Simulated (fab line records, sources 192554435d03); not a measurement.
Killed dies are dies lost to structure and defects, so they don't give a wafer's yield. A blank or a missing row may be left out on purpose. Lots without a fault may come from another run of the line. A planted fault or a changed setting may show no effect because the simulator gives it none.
One fault seen from 3 desks | flow n5_finfet | each desk has only its own numbers; what lay behind them comes last
Where a reading is given only as a bound, like >300, the bound stands for it, and a mean or a difference that rests on one is marked > or <: the true number lies beyond.

THE METROLOGY DESK
What the gauges read, lot by lot, whatever tool the lot ran on: means of the sampled wafers that have a number. A lot is out of limits, marked OUT, if its mean lies more than 4 standard deviations from the usual mean; the brackets give that distance. Of its 10 readings 7 are shown: those that lie furthest out on some lot.
Columns: A = DIBL_N at N5_BEOL_M4_RC_MEAS_101, usual 36.3 mV/V; B = DIBL_P at N5_BEOL_M4_RC_MEAS_101, usual 36.3 mV/V; C = IOFF_N at N5_BEOL_M4_RC_MEAS_101, usual 0.16 nA/um; D = IOFF_P at N5_BEOL_M4_RC_MEAS_101, usual 0.21 nA/um; E = SS_N at N5_BEOL_M4_RC_MEAS_101, usual 71.6 mV/dec; F = SS_P at N5_BEOL_M4_RC_MEAS_101, usual 73.3 mV/dec; G = VT_N at N5_BEOL_M4_RC_MEAS_101, usual 250 mV
lot  | first seen here | A    | B    | C    | D    | E    | F    | G
L401 | day 8 07:41     | 32.4 | 31.6 | 0.10 | 0.15 | 70.0 | 72.0 | 257
L404 | day 9 05:11     | 37.0 | 35.9 | 0.17 | 0.19 | 72.2 | 73.8 | 251
L405 | day 9 08:29     | 35.9 | 36.8 | 0.16 | 0.21 | 71.3 | 73.2 | 249
L415 | day 13 14:58    | 36.6 | 37.7 | 0.16 | 0.22 | 71.3 | 73.1 | 249
L418 | day 13 20:22    | 36.7 | 36.7 | 0.17 | 0.19 | 71.3 | 73.2 | 250
L420 | day 14 05:52    | 38.4 | 38.6 | 0.21 | 0.25 | 72.3 | 74.3 | 245
L417 | day 14 07:01    | 36.8 | 37.4 | 0.20 | 0.23 | 71.8 | 74.1 | 247
L422 | day 14 14:23    | 36.7 | 37.0 | 0.19 | 0.22 | 71.9 | 73.0 | 246
This desk's finding: nothing out of limits on any of the 8 lots.

THE DEFECT DESK
What the inspections along the route counted, lot by lot: means of the sampled wafers that have a number. A lot is out of limits, marked OUT, if its mean lies more than 4 standard deviations from the usual mean; the brackets give that distance.
Columns: A = raw_defect_count at N5_BEOL_M0_SAQP_INSPECT_16, usual 506; B = raw_defect_count at N5_BEOL_M0_SAQP_INSPECT_42, usual 286; C = raw_defect_count at N5_BEOL_M0_CUTY_INSPECT_59, usual 2.2
lot  | first seen here | A               | B              | C
L401 | day 5 21:38     | 814             | 432            | 2.0
L404 | day 6 17:02     | 593             | 275            | 1.0
L405 | day 6 21:17     | 464             | 270            | 1.7
L415 | day 9 13:43     | 1645 (+7.1) OUT | 1547 (+15) OUT | >300 (+99 or more) OUT
L417 | day 10 04:43    | 1614 (+6.9) OUT | 1427 (+14) OUT | >300 (+99 or more) OUT
L418 | day 10 07:33    | 366             | 308            | 3.7
L420 | day 10 22:24    | 440             | 288            | 3.3
L422 | day 11 04:47    | 446             | 337            | 2.7
This desk's finding: out of limits on L415, L417; first on L415, day 9 13:43 (raw_defect_count at N5_BEOL_M0_SAQP_INSPECT_16). In limits: L401, L404, L405, L418, L420, L422.

THE TOOL OWNER'S DESK: pecvd-04
The tool's own readings at N5_BEOL_M0_SAQP_ILD_DEP_01 (deposits SiOC from DEMS/O2, target thk 45.419 nm, time 8.7 s): means of the sampled wafers that have a number, for each lot that ran on this tool. A lot is out of limits, marked OUT, if its mean lies more than 4 standard deviations from the usual mean; the brackets give that distance.
Columns: A = heater_power_w at N5_BEOL_M0_SAQP_ILD_DEP_01, usual 479 W; B = rf_fwd_power_W at N5_BEOL_M0_SAQP_ILD_DEP_01, usual 493.6 W; C = showerhead_plenum_p_Torr at N5_BEOL_M0_SAQP_ILD_DEP_01, usual 5.697 Torr; D = throttle_valve_pct at N5_BEOL_M0_SAQP_ILD_DEP_01, usual 11.7 %
lot  | first seen here | A   | B     | C     | D
L404 | day 6 15:23     | 394 | 491.8 | 5.703 | 11.7
L405 | day 6 19:15     | 422 | 491.4 | 5.707 | 11.6
L415 | day 9 11:48     | 397 | 493.1 | 5.709 | 12.0
L417 | day 10 03:17    | 432 | 493.6 | 5.695 | 11.6
This desk's finding: nothing out of limits on any of the 4 lots.

PUT TOGETHER
The defect desk could have raised an alarm at day 9 13:43, on L415, L417.
The metrology desk saw nothing out of limits.
The tool owner's desk saw nothing out of limits.
The metrology desk has L415, L417 on record, within its limits.
The tool owner's desk has L415, L417 on record, within its limits.
Of the lots named, all ran N5_BEOL_M0_SAQP_ILD_DEP_01 on pecvd-04.

WHAT THE SIMULATOR HAD PUT IN
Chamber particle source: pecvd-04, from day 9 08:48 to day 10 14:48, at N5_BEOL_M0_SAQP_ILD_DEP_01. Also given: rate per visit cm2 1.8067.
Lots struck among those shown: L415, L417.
Hours from the fault's start to each desk's first reading out of limits: the defect desk, 5.
